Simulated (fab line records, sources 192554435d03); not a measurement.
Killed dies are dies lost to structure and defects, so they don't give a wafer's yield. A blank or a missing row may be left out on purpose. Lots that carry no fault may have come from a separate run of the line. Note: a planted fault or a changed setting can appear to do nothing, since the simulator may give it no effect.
Chamber matching / flow n5_finfet / ald_metal-02 running N5_BEOL_M7_ALD_77: 4 sister chambers
The step deposits TaN, target thk 2 nm, pulse time 2 s, purge time 3 s. 18 wafers are shown with their chamber, then 9 later ones without.

== EACH WAFER AND ITS CHAMBER ==
wafer=L074.3; chamber=3; heater_power_outer_w (W)=254; heater_power_w (W)=471
wafer=L074.4; chamber=2; heater_power_outer_w (W)=160; heater_power_w (W)=306
wafer=L074.5; chamber=3; heater_power_outer_w (W)=252; heater_power_w (W)=482
wafer=L075.2; chamber=0; heater_power_outer_w (W)=234; heater_power_w (W)=436
wafer=L075.3; chamber=1; heater_power_outer_w (W)=193; heater_power_w (W)=375
wafer=L075.5; chamber=1; heater_power_outer_w (W)=200; heater_power_w (W)=373
wafer=L077.2; chamber=0; heater_power_outer_w (W)=235; heater_power_w (W)=450
wafer=L077.4; chamber=3; heater_power_outer_w (W)=254; heater_power_w (W)=474
wafer=L077.5; chamber=2; heater_power_outer_w (W)=162; heater_power_w (W)=324
wafer=L079.1; chamber=2; heater_power_outer_w (W)=156; heater_power_w (W)=308
wafer=L079.2; chamber=3; heater_power_outer_w (W)=248; heater_power_w (W)=468
wafer=L079.6; chamber=2; heater_power_outer_w (W)=157; heater_power_w (W)=312
wafer=L080.1; chamber=3; heater_power_outer_w (W)=251; heater_power_w (W)=488
wafer=L080.2; chamber=0; heater_power_outer_w (W)=241; heater_power_w (W)=440
wafer=L080.5; chamber=3; heater_power_outer_w (W)=250; heater_power_w (W)=472
wafer=L084.2; chamber=3; heater_power_outer_w (W)=248; heater_power_w (W)=485
wafer=L084.3; chamber=2; heater_power_outer_w (W)=157; heater_power_w (W)=305
wafer=L084.6; chamber=2; heater_power_outer_w (W)=159; heater_power_w (W)=318

SIGNATURES, as means of the wafers listed above
reading=heater_power_outer_w; chamber 0=236.67; chamber 1=196.50; chamber 2=158.50; chamber 3=251.00; scatter within a chamber=2.89
reading=heater_power_w; chamber 0=442.00; chamber 1=374.00; chamber 2=312.17; chamber 3=477.14; scatter within a chamber=7.31
Rule: a wafer's distance from a chamber is the root of the sum, over the readings, of the square of ((its reading less the chamber's mean) divided by the reading's scatter). The wafer belongs to the nearest chamber; if the next one is less than 2 further off, it can't be placed. The scatter: take each reading less its chamber's mean, square it, sum over the shown wafers, divide by the number of wafers less the number of chambers, and take the root.

== WAFERS WHOSE CHAMBER IS MISSING ==
wafer=L093.2; heater_power_outer_w (W)=188; heater_power_w (W)=384
wafer=L093.4; heater_power_outer_w (W)=239; heater_power_w (W)=430
wafer=L093.6; heater_power_outer_w (W)=241; heater_power_w (W)=448
wafer=L096.1; heater_power_outer_w (W)=237; heater_power_w (W)=444
wafer=L096.2; heater_power_outer_w (W)=157; heater_power_w (W)=314
wafer=L096.6; heater_power_outer_w (W)=244; heater_power_w (W)=442
wafer=L097.2; heater_power_outer_w (W)=247; heater_power_w (W)=458
wafer=L097.3; heater_power_outer_w (W)=244; heater_power_w (W)=453
wafer=L097.5; heater_power_outer_w (W)=254; heater_power_w (W)=470

== CHAMBER TAKEN BY EACH ==
wafer=L093.2; from the rows above=1; in truth=1
wafer=L093.4; from the rows above=0; in truth=0
wafer=L093.6; from the rows above=0; in truth=0
wafer=L096.1; from the rows above=0; in truth=0
wafer=L096.2; from the rows above=2; in truth=2
wafer=L096.6; from the rows above=0; in truth=0
wafer=L097.2; from the rows above=can't be placed: 3 or 0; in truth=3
wafer=L097.3; from the rows above=can't be placed: 0 or 3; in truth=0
wafer=L097.5; from the rows above=3; in truth=3
7 of 9 placed correctly. Unplaceable from these rows: 2, with the true chamber sitting among the candidates in 2. Placed wrongly: 0.
